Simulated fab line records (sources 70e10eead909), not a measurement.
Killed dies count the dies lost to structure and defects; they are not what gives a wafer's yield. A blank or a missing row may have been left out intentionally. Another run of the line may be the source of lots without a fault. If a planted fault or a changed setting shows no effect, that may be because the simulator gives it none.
What tool caused it? / flow nand-harc / 72 wafers from 24 lots sampled at 6 of the route's 1159 steps

## WHAT EACH GAUGE READ, for each wafer
NHARC_A_CONTACT_CD_MEAS_53. Usual: cd-nm reads 189.5 nm (standard deviation 0.71).
lot=L074; measured=day 16 08:34; on=cd-sem-03; cd-nm (nm)=188.9 188.4 188.7; flag=
lot=L077; measured=day 16 17:47; on=cd-sem-03; cd-nm (nm)=189.2 189.6 189.8; flag=
lot=L076; measured=day 16 21:29; on=cd-sem-01; cd-nm (nm)=189.5 189.8 189.2; flag=
lot=L075; measured=day 16 17:17; on=cd-sem-01; cd-nm (nm)=189.2 189.1 188.9; flag=
lot=L079; measured=day 17 06:17; on=cd-sem-03; cd-nm (nm)=189.4 189.9 190.6; flag=
lot=L080; measured=day 17 20:49; on=cd-sem-03; cd-nm (nm)=189.5 189.1 189.5; flag=
lot=L081; measured=day 17 18:31; on=cd-sem-03; cd-nm (nm)=189.8 189.8 189.7; flag=
lot=L078; measured=day 17 23:30; on=cd-sem-02; cd-nm (nm)=189.4 189.7 189.4; flag=
lot=L082; measured=day 18 12:21; on=cd-sem-03; cd-nm (nm)=189.8 189.0 190.0; flag=
lot=L083; measured=day 18 12:30; on=cd-sem-02; cd-nm (nm)=189.4 190.5 189.7; flag=
lot=L085; measured=day 19 01:34; on=cd-sem-02; cd-nm (nm)=190.6 190.6 190.3; flag=
lot=L084; measured=day 19 01:50; on=cd-sem-02; cd-nm (nm)=188.8 189.3 188.9; flag=
lot=L088; measured=day 19 11:47; on=cd-sem-02; cd-nm (nm)=189.8 189.0 190.0; flag=
lot=L087; measured=day 19 11:15; on=cd-sem-03; cd-nm (nm)=188.5 188.8 188.5; flag=
lot=L086; measured=day 19 15:22; on=cd-sem-02; cd-nm (nm)=190.9 190.3 189.9; flag=
lot=L089; measured=day 20 04:45; on=cd-sem-03; cd-nm (nm)=189.3 189.4 190.3; flag=
lot=L090; measured=day 20 06:05; on=cd-sem-03; cd-nm (nm)=189.5 189.8 189.9; flag=
lot=L092; measured=day 20 16:59; on=cd-sem-01; cd-nm (nm)=190.3 190.4 189.7; flag=
lot=L091; measured=day 20 20:14; on=cd-sem-01; cd-nm (nm)=189.5 190.0 190.9; flag=
lot=L093; measured=day 20 22:50; on=cd-sem-01; cd-nm (nm)=190.0 190.1 189.9; flag=
lot=L094; measured=day 20 22:02; on=cd-sem-03; cd-nm (nm)=187.6 187.9 188.3; flag=
lot=L095; measured=day 21 16:55; on=cd-sem-01; cd-nm (nm)=188.9 188.5 189.0; flag=
lot=L097; measured=day 21 22:41; on=cd-sem-02; cd-nm (nm)=189.4 188.5 189.2; flag=
lot=L096; measured=day 22 03:29; on=cd-sem-02; cd-nm (nm)=189.6 190.1 189.1; flag=

## WHICH TOOL RAN EACH LOT (tool, then ch and the chambers of the sampled wafers, then the start)
lot=L074; NHARC_A_WL_FILL_ETCHBACK_05=rie-metal-02 ch 0,1, day 15 00:50; NHARC_A_CONTACT_DESCUM_47=rie-diel-12 ch 0,1,3, day 16 05:16; NHARC_A_CONTACT_ETCH_111=har-cap-etch-03 ch 0,1, day 16 06:35; NHARC_A_CONTACT_ETCH_120=har-cap-etch-03 ch 0,1, day 16 07:28; NHARC_A_CONTACT_ETCH_96=rie-diel-04 ch 0,2, day 16 08:28
lot=L077; NHARC_A_WL_FILL_ETCHBACK_05=rie-metal-01 ch 0,1, day 15 09:56; NHARC_A_CONTACT_DESCUM_47=rie-diel-12 ch 2,3, day 16 13:40; NHARC_A_CONTACT_ETCH_111=har-cap-etch-03 ch 0,1, day 16 15:46; NHARC_A_CONTACT_ETCH_120=har-cap-etch-03 ch 0,1, day 16 16:41; NHARC_A_CONTACT_ETCH_96=rie-diel-12 ch 0,1, day 16 17:47 or earlier
lot=L076; NHARC_A_WL_FILL_ETCHBACK_05=rie-metal-02 ch 1, day 15 09:56; NHARC_A_CONTACT_DESCUM_47=rie-diel-04 ch 0,1,3, day 16 18:02; NHARC_A_CONTACT_ETCH_111=har-cap-etch-01 ch 0,1, day 16 19:29; NHARC_A_CONTACT_ETCH_120=har-cap-etch-01 ch 0,1, day 16 20:24; NHARC_A_CONTACT_ETCH_96=rie-diel-02 ch 2,3, day 16 21:29 or earlier
lot=L075; NHARC_A_WL_FILL_ETCHBACK_05=rie-metal-02 ch 0,1, day 15 12:46; NHARC_A_CONTACT_DESCUM_47=rie-diel-12 ch 0,1,2, day 16 13:32; NHARC_A_CONTACT_ETCH_111=har-cap-etch-01 ch 0,1, day 16 15:16; NHARC_A_CONTACT_ETCH_120=har-cap-etch-01 ch 0,1, day 16 16:12; NHARC_A_CONTACT_ETCH_96=rie-diel-12 ch 0,2,3, day 16 17:17 or earlier
lot=L079; NHARC_A_WL_FILL_ETCHBACK_05=rie-metal-03 ch 0,1, day 16 00:51; NHARC_A_CONTACT_DESCUM_47=rie-diel-04 ch 2,3, day 17 02:41; NHARC_A_CONTACT_ETCH_111=har-cap-etch-02 ch 0,1, day 17 04:16; NHARC_A_CONTACT_ETCH_120=har-cap-etch-02 ch 0,1, day 17 05:11; NHARC_A_CONTACT_ETCH_96=rie-diel-12 ch 0,2,3, day 17 06:17 or earlier
lot=L080; NHARC_A_WL_FILL_ETCHBACK_05=rie-metal-01 ch 0,1, day 16 12:35; NHARC_A_CONTACT_DESCUM_47=rie-diel-04 ch 0,1,2, day 17 17:28; NHARC_A_CONTACT_ETCH_111=har-cap-etch-01 ch 0,1, day 17 18:47; NHARC_A_CONTACT_ETCH_120=har-cap-etch-01 ch 0,1, day 17 19:41; NHARC_A_CONTACT_ETCH_96=rie-diel-12 ch 0,3, day 17 20:49 or earlier
lot=L081; NHARC_A_WL_FILL_ETCHBACK_05=rie-metal-02 ch 0,1, day 16 15:23; NHARC_A_CONTACT_DESCUM_47=rie-diel-12 ch 0,2,3, day 17 15:14; NHARC_A_CONTACT_ETCH_111=har-cap-etch-02 ch 0,1, day 17 16:32; NHARC_A_CONTACT_ETCH_120=har-cap-etch-02 ch 0,1, day 17 17:26; NHARC_A_CONTACT_ETCH_96=rie-diel-12 ch 0,1,2, day 17 18:31 or earlier
lot=L078; NHARC_A_WL_FILL_ETCHBACK_05=rie-metal-03 ch 0,1, day 16 16:27; NHARC_A_CONTACT_DESCUM_47=rie-diel-02 ch 1,2,3, day 17 19:39; NHARC_A_CONTACT_ETCH_111=har-cap-etch-02 ch 0,1, day 17 21:33; NHARC_A_CONTACT_ETCH_120=har-cap-etch-02 ch 0,1, day 17 22:26; NHARC_A_CONTACT_ETCH_96=rie-diel-12 ch 0,1,2, day 17 23:30 or earlier
lot=L082; NHARC_A_WL_FILL_ETCHBACK_05=rie-metal-02 ch 0,1, day 17 01:02; NHARC_A_CONTACT_DESCUM_47=rie-diel-04 ch 1,2,3, day 18 08:53; NHARC_A_CONTACT_ETCH_111=har-cap-etch-01 ch 0,1, day 18 10:13; NHARC_A_CONTACT_ETCH_120=har-cap-etch-01 ch 0,1, day 18 11:08; NHARC_A_CONTACT_ETCH_96=rie-diel-12 ch 0,1,2, day 18 12:21 or earlier
lot=L083; NHARC_A_WL_FILL_ETCHBACK_05=rie-metal-02 ch 0,1, day 17 03:47; NHARC_A_CONTACT_DESCUM_47=rie-diel-12 ch 0,1,3, day 18 08:03; NHARC_A_CONTACT_ETCH_111=har-cap-etch-03 ch 0,1, day 18 09:21; NHARC_A_CONTACT_ETCH_120=har-cap-etch-03 ch 0,1, day 18 10:56; NHARC_A_CONTACT_ETCH_96=rie-diel-02 ch 0,2,3, day 18 12:30 or earlier
lot=L085; NHARC_A_WL_FILL_ETCHBACK_05=rie-metal-02 ch 0,1, day 17 19:40; NHARC_A_CONTACT_DESCUM_47=rie-diel-12 ch 0,1,2, day 18 22:12; NHARC_A_CONTACT_ETCH_111=har-cap-etch-01 ch 0,1, day 18 23:30; NHARC_A_CONTACT_ETCH_120=har-cap-etch-01 ch 0,1, day 19 00:26; NHARC_A_CONTACT_ETCH_96=rie-diel-02 ch 1,2,3, day 19 01:34 or earlier
lot=L084; NHARC_A_WL_FILL_ETCHBACK_05=rie-metal-03 ch 0,1, day 17 19:56; NHARC_A_CONTACT_DESCUM_47=rie-diel-04 ch 0,1, day 18 22:32; NHARC_A_CONTACT_ETCH_111=har-cap-etch-03 ch 0,1, day 18 23:49; NHARC_A_CONTACT_ETCH_120=har-cap-etch-03 ch 0,1, day 19 00:44; NHARC_A_CONTACT_ETCH_96=rie-diel-04 ch 0,3, day 19 01:50 or earlier
lot=L088; NHARC_A_WL_FILL_ETCHBACK_05=rie-metal-02 ch 0,1, day 18 04:43; NHARC_A_CONTACT_DESCUM_47=rie-diel-02 ch 0,1,2, day 19 07:50; NHARC_A_CONTACT_ETCH_111=har-cap-etch-02 ch 1, day 19 09:42; NHARC_A_CONTACT_ETCH_120=har-cap-etch-02 ch 1, day 19 10:37; NHARC_A_CONTACT_ETCH_96=rie-diel-02 ch 1,3, day 19 11:47 or earlier
lot=L087; NHARC_A_WL_FILL_ETCHBACK_05=rie-metal-01 ch 0,1, day 18 04:48; NHARC_A_CONTACT_DESCUM_47=rie-diel-02 ch 0,1,3, day 19 07:40; NHARC_A_CONTACT_ETCH_111=har-cap-etch-01 ch 0, day 19 09:13; NHARC_A_CONTACT_ETCH_120=har-cap-etch-01 ch 0, day 19 10:08; NHARC_A_CONTACT_ETCH_96=rie-diel-12 ch 0,1, day 19 11:15 or earlier
lot=L086; NHARC_A_WL_FILL_ETCHBACK_05=rie-metal-03 ch 0,1, day 18 07:35; NHARC_A_CONTACT_DESCUM_47=rie-diel-12 ch 0,1,2, day 19 11:59; NHARC_A_CONTACT_ETCH_111=har-cap-etch-01 ch 0,1, day 19 13:17; NHARC_A_CONTACT_ETCH_120=har-cap-etch-01 ch 0,1, day 19 14:13; NHARC_A_CONTACT_ETCH_96=rie-diel-02 ch 0,1,2, day 19 15:22 or earlier
lot=L089; NHARC_A_WL_FILL_ETCHBACK_05=rie-metal-03 ch 0,1, day 18 20:41; NHARC_A_CONTACT_DESCUM_47=rie-diel-12 ch 0,1,3, day 20 01:28; NHARC_A_CONTACT_ETCH_111=har-cap-etch-02 ch 0,1, day 20 02:45; NHARC_A_CONTACT_ETCH_120=har-cap-etch-02 ch 0,1, day 20 03:39; NHARC_A_CONTACT_ETCH_96=rie-diel-12 ch 0,1,2, day 20 04:45 or earlier
lot=L090; NHARC_A_WL_FILL_ETCHBACK_05=rie-metal-02 ch 1, day 18 20:42; NHARC_A_CONTACT_DESCUM_47=rie-diel-04 ch 0,1,2, day 20 02:49; NHARC_A_CONTACT_ETCH_111=har-cap-etch-03 ch 0, day 20 04:05; NHARC_A_CONTACT_ETCH_120=har-cap-etch-03 ch 0, day 20 05:00; NHARC_A_CONTACT_ETCH_96=rie-diel-02 ch 0,1,3, day 20 06:05 or earlier
lot=L092; NHARC_A_WL_FILL_ETCHBACK_05=rie-metal-02 ch 0,1, day 19 10:00; NHARC_A_CONTACT_DESCUM_47=rie-diel-12 ch 0,1, day 20 13:27; NHARC_A_CONTACT_ETCH_111=har-cap-etch-01 ch 0,1, day 20 14:47; NHARC_A_CONTACT_ETCH_120=har-cap-etch-01 ch 0,1, day 20 15:40; NHARC_A_CONTACT_ETCH_96=rie-diel-12 ch 2,3, day 20 16:59 or earlier
lot=L091; NHARC_A_WL_FILL_ETCHBACK_05=rie-metal-01 ch 0,1, day 19 10:33; NHARC_A_CONTACT_DESCUM_47=rie-diel-12 ch 0,2,3, day 20 16:25; NHARC_A_CONTACT_ETCH_111=har-cap-etch-03 ch 0,1, day 20 18:01; NHARC_A_CONTACT_ETCH_120=har-cap-etch-03 ch 0,1, day 20 18:55; NHARC_A_CONTACT_ETCH_96=rie-diel-04 ch 0,1,3, day 20 20:14 or earlier
lot=L093; NHARC_A_WL_FILL_ETCHBACK_05=rie-metal-02 ch 0,1, day 19 16:03; NHARC_A_CONTACT_DESCUM_47=rie-diel-12 ch 0,3, day 20 18:35; NHARC_A_CONTACT_ETCH_111=har-cap-etch-03 ch 0,1, day 20 20:48; NHARC_A_CONTACT_ETCH_120=har-cap-etch-03 ch 0,1, day 20 21:44; NHARC_A_CONTACT_ETCH_96=rie-diel-12 ch 2,3, day 20 22:50 or earlier
lot=L094; NHARC_A_WL_FILL_ETCHBACK_05=rie-metal-03 ch 0,1, day 19 16:05; NHARC_A_CONTACT_DESCUM_47=rie-diel-12 ch 1,2,3, day 20 18:19; NHARC_A_CONTACT_ETCH_111=har-cap-etch-01 ch 0,1, day 20 20:01; NHARC_A_CONTACT_ETCH_120=har-cap-etch-01 ch 0,1, day 20 20:56; NHARC_A_CONTACT_ETCH_96=rie-diel-04 ch 0,1,2, day 20 22:02 or earlier
lot=L095; NHARC_A_WL_FILL_ETCHBACK_05=rie-metal-01 ch 0,1, day 20 05:25; NHARC_A_CONTACT_DESCUM_47=rie-diel-12 ch 0,1,2, day 21 13:38; NHARC_A_CONTACT_ETCH_111=har-cap-etch-03 ch 0,1, day 21 14:54; NHARC_A_CONTACT_ETCH_120=har-cap-etch-03 ch 0,1, day 21 15:49; NHARC_A_CONTACT_ETCH_96=rie-diel-12 ch 0,1,3, day 21 16:55 or earlier
lot=L097; NHARC_A_WL_FILL_ETCHBACK_05=rie-metal-02 ch 0,1, day 20 17:22; NHARC_A_CONTACT_DESCUM_47=rie-diel-04 ch 1,2,3, day 21 18:55; NHARC_A_CONTACT_ETCH_111=har-cap-etch-02 ch 0,1, day 21 20:41; NHARC_A_CONTACT_ETCH_120=har-cap-etch-02 ch 0,1, day 21 21:36; NHARC_A_CONTACT_ETCH_96=rie-diel-12 ch 0,1,2, day 21 22:41 or earlier
lot=L096; NHARC_A_WL_FILL_ETCHBACK_05=rie-metal-03 ch 0,1, day 20 21:10; NHARC_A_CONTACT_DESCUM_47=rie-diel-12 ch 1,2,3, day 22 00:01; NHARC_A_CONTACT_ETCH_111=har-cap-etch-03 ch 1, day 22 01:25; NHARC_A_CONTACT_ETCH_120=har-cap-etch-03 ch 1, day 22 02:20; NHARC_A_CONTACT_ETCH_96=rie-diel-12 ch 2,3, day 22 03:29 or earlier
- NHARC_A_WL_FILL_ETCHBACK_05: etches the open film in Cl2/BCl3, target depth 22 nm, time 60 s.
- NHARC_A_CONTACT_DESCUM_47: chemistry O2, time 3 s.
- NHARC_A_CONTACT_ETCH_111: etches the open film in C4F8/O2/Ar, time 140 s, target depth 700 nm.
- NHARC_A_CONTACT_ETCH_120: etches the open film in C4F8/O2/Ar, time 94 s, target depth 922 nm.
- NHARC_A_CONTACT_ETCH_96: etches the open film in C4F6/O2, target depth 20 nm, time 10 s.

## AS READ BY THE TOOLS THEMSELVES (means over the sampled wafers that have a number; for cases with no such wafer, the mark the record gives instead)
NHARC_A_WL_FILL_ETCHBACK_05. Usual: drypump-motor-current-A 5.76 A, standard deviation 0.23; oes-product-au 0.996 a.u., standard deviation 0.0082.
lot=L074; tool=rie-metal-02; drypump-motor-current-A (A)=5.79; oes-product-au (a.u.)=0.995; flag=
lot=L077; tool=rie-metal-01; drypump-motor-current-A (A)=5.39; oes-product-au (a.u.)=0.997; flag=
lot=L076; tool=rie-metal-02; drypump-motor-current-A (A)=6.02; oes-product-au (a.u.)=1.000; flag=
lot=L075; tool=rie-metal-02; drypump-motor-current-A (A)=5.91; oes-product-au (a.u.)=0.990; flag=
lot=L079; tool=rie-metal-03; drypump-motor-current-A (A)=5.83; oes-product-au (a.u.)=1.001; flag=
lot=L080; tool=rie-metal-01; drypump-motor-current-A (A)=5.38; oes-product-au (a.u.)=0.997; flag=
lot=L081; tool=rie-metal-02; drypump-motor-current-A (A)=5.91; oes-product-au (a.u.)=1.000; flag=
lot=L078; tool=rie-metal-03; drypump-motor-current-A (A)=5.82; oes-product-au (a.u.)=1.000; flag=
lot=L082; tool=rie-metal-02; drypump-motor-current-A (A)=5.79; oes-product-au (a.u.)=0.997; flag=
lot=L083; tool=rie-metal-02; drypump-motor-current-A (A)=5.91; oes-product-au (a.u.)=1.003; flag=
lot=L085; tool=rie-metal-02; drypump-motor-current-A (A)=5.91; oes-product-au (a.u.)=0.991; flag=
lot=L084; tool=rie-metal-03; drypump-motor-current-A (A)=5.88; oes-product-au (a.u.)=0.999; flag=
lot=L088; tool=rie-metal-02; drypump-motor-current-A (A)=5.77; oes-product-au (a.u.)=0.999; flag=
lot=L087; tool=rie-metal-01; drypump-motor-current-A (A)=5.41; oes-product-au (a.u.)=1.000; flag=
lot=L086; tool=rie-metal-03; drypump-motor-current-A (A)=5.83; oes-product-au (a.u.)=0.991; flag=
lot=L089; tool=rie-metal-03; drypump-motor-current-A (A)=5.86; oes-product-au (a.u.)=1.000; flag=
lot=L090; tool=rie-metal-02; drypump-motor-current-A (A)=6.03; oes-product-au (a.u.)=0.996; flag=
lot=L092; tool=rie-metal-02; drypump-motor-current-A (A)=5.90; oes-product-au (a.u.)=1.000; flag=
lot=L091; tool=rie-metal-01; drypump-motor-current-A (A)=5.40; oes-product-au (a.u.)=1.000; flag=
lot=L093; tool=rie-metal-02; drypump-motor-current-A (A)=5.78; oes-product-au (a.u.)=0.990; flag=
lot=L094; tool=rie-metal-03; drypump-motor-current-A (A)=5.83; oes-product-au (a.u.)=0.997; flag=
lot=L095; tool=rie-metal-01; drypump-motor-current-A (A)=5.39; oes-product-au (a.u.)=0.999; flag=
lot=L097; tool=rie-metal-02; drypump-motor-current-A (A)=5.92; oes-product-au (a.u.)=0.996; flag=
lot=L096; tool=rie-metal-03; drypump-motor-current-A (A)=5.89; oes-product-au (a.u.)=1.001; flag=

NHARC_A_CONTACT_DESCUM_47. Usual: drypump-motor-current-A 5.4 A, standard deviation 0.47; oes-product-au 1.004 a.u., standard deviation 0.012; rf-vpp-V 57.8 V, standard deviation 0.97; showerhead-plenum-p-Torr 1.90 Torr, standard deviation 0.066; throttle-valve-pct 11.310 %, standard deviation 0.0097.
lot=L074; tool=rie-diel-12; drypump-motor-current-A (A)=5.5; oes-product-au (a.u.)=1.011; rf-vpp-V (V)=57.1; showerhead-plenum-p-Torr (Torr)=1.91; throttle-valve-pct (%)=11.302; flag=
lot=L077; tool=rie-diel-12; drypump-motor-current-A (A)=5.8; oes-product-au (a.u.)=1.015; rf-vpp-V (V)=57.7; showerhead-plenum-p-Torr (Torr)=1.84; throttle-valve-pct (%)=11.310; flag=
lot=L076; tool=rie-diel-04; drypump-motor-current-A (A)=5.3; oes-product-au (a.u.)=1.008; rf-vpp-V (V)=58.3; showerhead-plenum-p-Torr (Torr)=1.88; throttle-valve-pct (%)=11.311; flag=
lot=L075; tool=rie-diel-12; drypump-motor-current-A (A)=5.1; oes-product-au (a.u.)=1.019; rf-vpp-V (V)=58.4; showerhead-plenum-p-Torr (Torr)=1.93; throttle-valve-pct (%)=11.314; flag=
lot=L079; tool=rie-diel-04; drypump-motor-current-A (A)=5.6; oes-product-au (a.u.)=1.008; rf-vpp-V (V)=57.8; showerhead-plenum-p-Torr (Torr)=1.86; throttle-valve-pct (%)=11.310; flag=
lot=L080; tool=rie-diel-04; drypump-motor-current-A (A)=5.4; oes-product-au (a.u.)=1.006; rf-vpp-V (V)=58.0; showerhead-plenum-p-Torr (Torr)=1.89; throttle-valve-pct (%)=11.308; flag=
lot=L081; tool=rie-diel-12; drypump-motor-current-A (A)=5.6; oes-product-au (a.u.)=1.006; rf-vpp-V (V)=57.5; showerhead-plenum-p-Torr (Torr)=1.86; throttle-valve-pct (%)=11.312; flag=
lot=L078; tool=rie-diel-02; drypump-motor-current-A (A)=5.4; oes-product-au (a.u.)=1.022; rf-vpp-V (V)=58.1; showerhead-plenum-p-Torr (Torr)=1.97; throttle-valve-pct (%)=11.307; flag=
lot=L082; tool=rie-diel-04; drypump-motor-current-A (A)=5.3; oes-product-au (a.u.)=1.003; rf-vpp-V (V)=56.7; showerhead-plenum-p-Torr (Torr)=1.86; throttle-valve-pct (%)=11.311; flag=
lot=L083; tool=rie-diel-12; drypump-motor-current-A (A)=5.5; oes-product-au (a.u.)=0.999; rf-vpp-V (V)=57.6; showerhead-plenum-p-Torr (Torr)=1.91; throttle-valve-pct (%)=11.301; flag=
lot=L085; tool=rie-diel-12; drypump-motor-current-A (A)=5.1; oes-product-au (a.u.)=1.000; rf-vpp-V (V)=58.9; showerhead-plenum-p-Torr (Torr)=1.93; throttle-valve-pct (%)=11.306; flag=
lot=L084; tool=rie-diel-04; drypump-motor-current-A (A)=5.1; oes-product-au (a.u.)=1.005; rf-vpp-V (V)=58.2; showerhead-plenum-p-Torr (Torr)=1.90; throttle-valve-pct (%)=11.305; flag=
lot=L088; tool=rie-diel-02; drypump-motor-current-A (A)=5.5; oes-product-au (a.u.)=1.011; rf-vpp-V (V)=58.3; showerhead-plenum-p-Torr (Torr)=1.96; throttle-valve-pct (%)=11.314; flag=
lot=L087; tool=rie-diel-02; drypump-motor-current-A (A)=5.6; oes-product-au (a.u.)=1.011; rf-vpp-V (V)=58.0; showerhead-plenum-p-Torr (Torr)=1.90; throttle-valve-pct (%)=11.313; flag=
lot=L086; tool=rie-diel-12; drypump-motor-current-A (A)=5.1; oes-product-au (a.u.)=1.002; rf-vpp-V (V)=58.1; showerhead-plenum-p-Torr (Torr)=1.92; throttle-valve-pct (%)=11.313; flag=
lot=L089; tool=rie-diel-12; drypump-motor-current-A (A)=5.5; oes-product-au (a.u.)=0.983; rf-vpp-V (V)=57.7; showerhead-plenum-p-Torr (Torr)=1.91; throttle-valve-pct (%)=11.312; flag=
lot=L090; tool=rie-diel-04; drypump-motor-current-A (A)=5.5; oes-product-au (a.u.)=1.009; rf-vpp-V (V)=58.1; showerhead-plenum-p-Torr (Torr)=1.88; throttle-valve-pct (%)=11.313; flag=
lot=L092; tool=rie-diel-12; drypump-motor-current-A (A)=5.0; oes-product-au (a.u.)=0.994; rf-vpp-V (V)=57.7; showerhead-plenum-p-Torr (Torr)=1.97; throttle-valve-pct (%)=11.322; flag=
lot=L091; tool=rie-diel-12; drypump-motor-current-A (A)=5.6; oes-product-au (a.u.)=0.997; rf-vpp-V (V)=57.1; showerhead-plenum-p-Torr (Torr)=1.86; throttle-valve-pct (%)=11.305; flag=
lot=L093; tool=rie-diel-12; drypump-motor-current-A (A)=5.8; oes-product-au (a.u.)=0.990; rf-vpp-V (V)=57.9; showerhead-plenum-p-Torr (Torr)=1.87; throttle-valve-pct (%)=11.312; flag=
lot=L094; tool=rie-diel-12; drypump-motor-current-A (A)=5.3; oes-product-au (a.u.)=0.996; rf-vpp-V (V)=57.7; showerhead-plenum-p-Torr (Torr)=1.90; throttle-valve-pct (%)=11.314; flag=
lot=L095; tool=rie-diel-12; drypump-motor-current-A (A)=5.1; oes-product-au (a.u.)=0.996; rf-vpp-V (V)=57.7; showerhead-plenum-p-Torr (Torr)=1.92; throttle-valve-pct (%)=11.307; flag=
lot=L097; tool=rie-diel-04; drypump-motor-current-A (A)=5.3; oes-product-au (a.u.)=1.008; rf-vpp-V (V)=58.3; showerhead-plenum-p-Torr (Torr)=1.85; throttle-valve-pct (%)=11.309; flag=
lot=L096; tool=rie-diel-12; drypump-motor-current-A (A)=5.4; oes-product-au (a.u.)=0.995; rf-vpp-V (V)=57.6; showerhead-plenum-p-Torr (Torr)=1.89; throttle-valve-pct (%)=11.308; flag=

NHARC_A_CONTACT_ETCH_96. Usual: drypump-motor-current-A 5.4 A, standard deviation 0.47; oes-product-au 0.981 a.u., standard deviation 0.023; rf-vpp-V 546.4 V, standard deviation 2.6; showerhead-plenum-p-Torr 3.90 Torr, standard deviation 0.12; throttle-valve-pct 26.904 %, standard deviation 0.0092.
lot=L074; tool=rie-diel-04; drypump-motor-current-A (A)=5.8; oes-product-au (a.u.)=1.004; rf-vpp-V (V)=546.3; showerhead-plenum-p-Torr (Torr)=3.88; throttle-valve-pct (%)=26.901; flag=
lot=L077; tool=rie-diel-12; drypump-motor-current-A (A)=5.2; oes-product-au (a.u.)=0.967; rf-vpp-V (V)=547.6; showerhead-plenum-p-Torr (Torr)=3.97; throttle-valve-pct (%)=26.899; flag=
lot=L076; tool=rie-diel-02; drypump-motor-current-A (A)=5.3; oes-product-au (a.u.)=1.006; rf-vpp-V (V)=550.8; showerhead-plenum-p-Torr (Torr)=4.12; throttle-valve-pct (%)=26.901; flag=
lot=L075; tool=rie-diel-12; drypump-motor-current-A (A)=5.7; oes-product-au (a.u.)=0.956; rf-vpp-V (V)=545.0; showerhead-plenum-p-Torr (Torr)=3.83; throttle-valve-pct (%)=26.911; flag=
lot=L079; tool=rie-diel-12; drypump-motor-current-A (A)=5.6; oes-product-au (a.u.)=1.005; rf-vpp-V (V)=545.2; showerhead-plenum-p-Torr (Torr)=3.83; throttle-valve-pct (%)=26.907; flag=
lot=L080; tool=rie-diel-12; drypump-motor-current-A (A)=5.7; oes-product-au (a.u.)=0.984; rf-vpp-V (V)=545.9; showerhead-plenum-p-Torr (Torr)=3.85; throttle-valve-pct (%)=26.914; flag=
lot=L081; tool=rie-diel-12; drypump-motor-current-A (A)=5.1; oes-product-au (a.u.)=0.955; rf-vpp-V (V)=547.5; showerhead-plenum-p-Torr (Torr)=3.95; throttle-valve-pct (%)=26.905; flag=
lot=L078; tool=rie-diel-12; drypump-motor-current-A (A)=5.1; oes-product-au (a.u.)=0.995; rf-vpp-V (V)=547.8; showerhead-plenum-p-Torr (Torr)=3.95; throttle-valve-pct (%)=26.916; flag=
lot=L082; tool=rie-diel-12; drypump-motor-current-A (A)=5.1; oes-product-au (a.u.)=1.000; rf-vpp-V (V)=547.9; showerhead-plenum-p-Torr (Torr)=3.95; throttle-valve-pct (%)=26.902; flag=
lot=L083; tool=rie-diel-02; drypump-motor-current-A (A)=5.5; oes-product-au (a.u.)=1.018; rf-vpp-V (V)=548.0; showerhead-plenum-p-Torr (Torr)=3.99; throttle-valve-pct (%)=26.897; flag=
lot=L085; tool=rie-diel-02; drypump-motor-current-A (A)=5.4; oes-product-au (a.u.)=0.981; rf-vpp-V (V)=548.9; showerhead-plenum-p-Torr (Torr)=4.02; throttle-valve-pct (%)=26.902; flag=
lot=L084; tool=rie-diel-04; drypump-motor-current-A (A)=5.5; oes-product-au (a.u.)=0.967; rf-vpp-V (V)=545.2; showerhead-plenum-p-Torr (Torr)=3.83; throttle-valve-pct (%)=26.898; flag=
lot=L088; tool=rie-diel-02; drypump-motor-current-A (A)=5.4; oes-product-au (a.u.)=0.965; rf-vpp-V (V)=547.4; showerhead-plenum-p-Torr (Torr)=3.92; throttle-valve-pct (%)=26.916; flag=
lot=L087; tool=rie-diel-12; drypump-motor-current-A (A)=5.2; oes-product-au (a.u.)=0.985; rf-vpp-V (V)=548.1; showerhead-plenum-p-Torr (Torr)=3.96; throttle-valve-pct (%)=26.912; flag=
lot=L086; tool=rie-diel-02; drypump-motor-current-A (A)=5.5; oes-product-au (a.u.)=0.971; rf-vpp-V (V)=547.8; showerhead-plenum-p-Torr (Torr)=4.00; throttle-valve-pct (%)=26.905; flag=
lot=L089; tool=rie-diel-12; drypump-motor-current-A (A)=5.1; oes-product-au (a.u.)=0.962; rf-vpp-V (V)=547.1; showerhead-plenum-p-Torr (Torr)=3.94; throttle-valve-pct (%)=26.905; flag=
lot=L090; tool=rie-diel-02; drypump-motor-current-A (A)=5.6; oes-product-au (a.u.)=0.977; rf-vpp-V (V)=546.1; showerhead-plenum-p-Torr (Torr)=3.90; throttle-valve-pct (%)=26.894; flag=
lot=L092; tool=rie-diel-12; drypump-motor-current-A (A)=5.5; oes-product-au (a.u.)=0.975; rf-vpp-V (V)=544.3; showerhead-plenum-p-Torr (Torr)=3.80; throttle-valve-pct (%)=26.910; flag=
lot=L091; tool=rie-diel-04; drypump-motor-current-A (A)=5.3; oes-product-au (a.u.)=1.005; rf-vpp-V (V)=544.3; showerhead-plenum-p-Torr (Torr)=3.83; throttle-valve-pct (%)=26.909; flag=
lot=L093; tool=rie-diel-12; drypump-motor-current-A (A)=5.5; oes-product-au (a.u.)=0.953; rf-vpp-V (V)=544.1; showerhead-plenum-p-Torr (Torr)=3.80; throttle-valve-pct (%)=26.916; flag=
lot=L094; tool=rie-diel-04; drypump-motor-current-A (A)=5.5; oes-product-au (a.u.)=1.010; rf-vpp-V (V)=545.3; showerhead-plenum-p-Torr (Torr)=3.87; throttle-valve-pct (%)=26.902; flag=
lot=L095; tool=rie-diel-12; drypump-motor-current-A (A)=5.5; oes-product-au (a.u.)=0.960; rf-vpp-V (V)=546.4; showerhead-plenum-p-Torr (Torr)=3.91; throttle-valve-pct (%)=26.909; flag=
lot=L097; tool=rie-diel-12; drypump-motor-current-A (A)=5.1; oes-product-au (a.u.)=0.999; rf-vpp-V (V)=547.1; showerhead-plenum-p-Torr (Torr)=3.93; throttle-valve-pct (%)=26.907; flag=
lot=L096; tool=rie-diel-12; drypump-motor-current-A (A)=5.9; oes-product-au (a.u.)=0.950; rf-vpp-V (V)=543.8; showerhead-plenum-p-Torr (Torr)=3.77; throttle-valve-pct (%)=26.906; flag=

## THE ANSWER, worked out from the rows above alone
Rule: take the mean of a lot's wafers that have a number; if it is more than 3 standard deviations from the usual mean, the lot is off. Also off: a lot with no number at a reading for which 4 or more lots have one. The other lots that the step has rows for count as sound. The gauges are gone through in route order, then the tools' own readings, and for those a lot's mean is taken as printed above. The first step at which some lot is off is used, and at that step the reading that is off furthest; a lot without a number counts as furthest.
No lot is off at any reading shown: from this, nothing can be told.

## WHAT HAD BEEN PUT IN BY THE SIMULATOR
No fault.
